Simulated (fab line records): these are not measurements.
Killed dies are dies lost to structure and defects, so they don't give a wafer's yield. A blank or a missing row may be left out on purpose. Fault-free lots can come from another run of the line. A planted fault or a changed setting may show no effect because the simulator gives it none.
Matching of chambers / flow nand-harc / 4 sister chambers for NHARC_A_BLC_STRIP_21 on rie-diel-11
The step strips in O2. 14 wafers are shown with their chamber, then 7 later ones without.

EACH WAFER AND ITS CHAMBER
wafer=L493.2; chamber=1; showerhead-plenum-p-Torr (Torr)=3.30; oes-product-au (a.u.)=1.010; throttle-valve-pct (%)=17.030
wafer=L493.4; chamber=3; showerhead-plenum-p-Torr (Torr)=3.44; oes-product-au (a.u.)=1.006; throttle-valve-pct (%)=17.036
wafer=L493.6; chamber=0; showerhead-plenum-p-Torr (Torr)=3.59; oes-product-au (a.u.)=1.013; throttle-valve-pct (%)=17.037
wafer=L496.3; chamber=3; showerhead-plenum-p-Torr (Torr)=3.44; oes-product-au (a.u.)=1.001; throttle-valve-pct (%)=17.032
wafer=L496.5; chamber=3; showerhead-plenum-p-Torr (Torr)=3.44; oes-product-au (a.u.)=1.003; throttle-valve-pct (%)=17.029
wafer=L496.6; chamber=2; showerhead-plenum-p-Torr (Torr)=3.54; oes-product-au (a.u.)=0.993; throttle-valve-pct (%)=17.047
wafer=L498.2; chamber=2; showerhead-plenum-p-Torr (Torr)=3.54; oes-product-au (a.u.)=0.996; throttle-valve-pct (%)=17.045
wafer=L498.4; chamber=1; showerhead-plenum-p-Torr (Torr)=3.30; oes-product-au (a.u.)=0.998; throttle-valve-pct (%)=17.045
wafer=L498.5; chamber=3; showerhead-plenum-p-Torr (Torr)=3.43; oes-product-au (a.u.)=0.993; throttle-valve-pct (%)=17.020
wafer=L499.2; chamber=2; showerhead-plenum-p-Torr (Torr)=3.54; oes-product-au (a.u.)=0.993; throttle-valve-pct (%)=17.033
wafer=L499.5; chamber=1; showerhead-plenum-p-Torr (Torr)=3.30; oes-product-au (a.u.)=1.004; throttle-valve-pct (%)=17.027
wafer=L499.6; chamber=0; showerhead-plenum-p-Torr (Torr)=3.59; oes-product-au (a.u.)=1.006; throttle-valve-pct (%)=17.026
wafer=L500.1; chamber=2; showerhead-plenum-p-Torr (Torr)=3.54; oes-product-au (a.u.)=1.004; throttle-valve-pct (%)=17.042
wafer=L500.2; chamber=1; showerhead-plenum-p-Torr (Torr)=3.30; oes-product-au (a.u.)=1.006; throttle-valve-pct (%)=17.041

SIGNATURES (averages over the wafers above)
reading=showerhead-plenum-p-Torr; chamber 0=3.5900; chamber 1=3.3000; chamber 2=3.5400; chamber 3=3.4375; scatter within a chamber=0.00274
reading=oes-product-au; chamber 0=1.00950; chamber 1=1.00450; chamber 2=0.99650; chamber 3=1.00075; scatter within a chamber=0.00523
reading=throttle-valve-pct; chamber 0=17.03150; chamber 1=17.03575; chamber 2=17.04175; chamber 3=17.02925; scatter within a chamber=0.00733
Rule: a wafer's distance from a chamber is the root of the sum, over the readings, of the square of ((its reading less the chamber's mean) divided by the reading's scatter). The wafer belongs to the nearest chamber; if the next one is less than 2 further off, it can't be placed. The scatter is the square root of a quotient: the sum, over the shown wafers, of each reading's squared deviation from its chamber's mean, divided by wafers minus chambers.

WAFERS WITH NO CHAMBER GIVEN
wafer=L500.5; showerhead-plenum-p-Torr (Torr)=3.30; oes-product-au (a.u.)=1.005; throttle-valve-pct (%)=17.051
wafer=L501.3; showerhead-plenum-p-Torr (Torr)=3.43; oes-product-au (a.u.)=1.000; throttle-valve-pct (%)=17.022
wafer=L501.4; showerhead-plenum-p-Torr (Torr)=3.30; oes-product-au (a.u.)=1.005; throttle-valve-pct (%)=17.040
wafer=L501.5; showerhead-plenum-p-Torr (Torr)=3.30; oes-product-au (a.u.)=1.013; throttle-valve-pct (%)=17.053
wafer=L502.1; showerhead-plenum-p-Torr (Torr)=3.30; oes-product-au (a.u.)=1.017; throttle-valve-pct (%)=17.050
wafer=L502.2; showerhead-plenum-p-Torr (Torr)=3.54; oes-product-au (a.u.)=0.990; throttle-valve-pct (%)=17.057
wafer=L502.3; showerhead-plenum-p-Torr (Torr)=3.59; oes-product-au (a.u.)=1.008; throttle-valve-pct (%)=17.030

CHAMBER TAKEN BY EACH
wafer=L500.5; from the rows above=1; in truth=1
wafer=L501.3; from the rows above=3; in truth=3
wafer=L501.4; from the rows above=1; in truth=1
wafer=L501.5; from the rows above=1; in truth=1
wafer=L502.1; from the rows above=1; in truth=1
wafer=L502.2; from the rows above=2; in truth=2
wafer=L502.3; from the rows above=0; in truth=0
Placed correctly: 7 of 7. Can't be placed from these rows: 0. 0 placed wrongly.
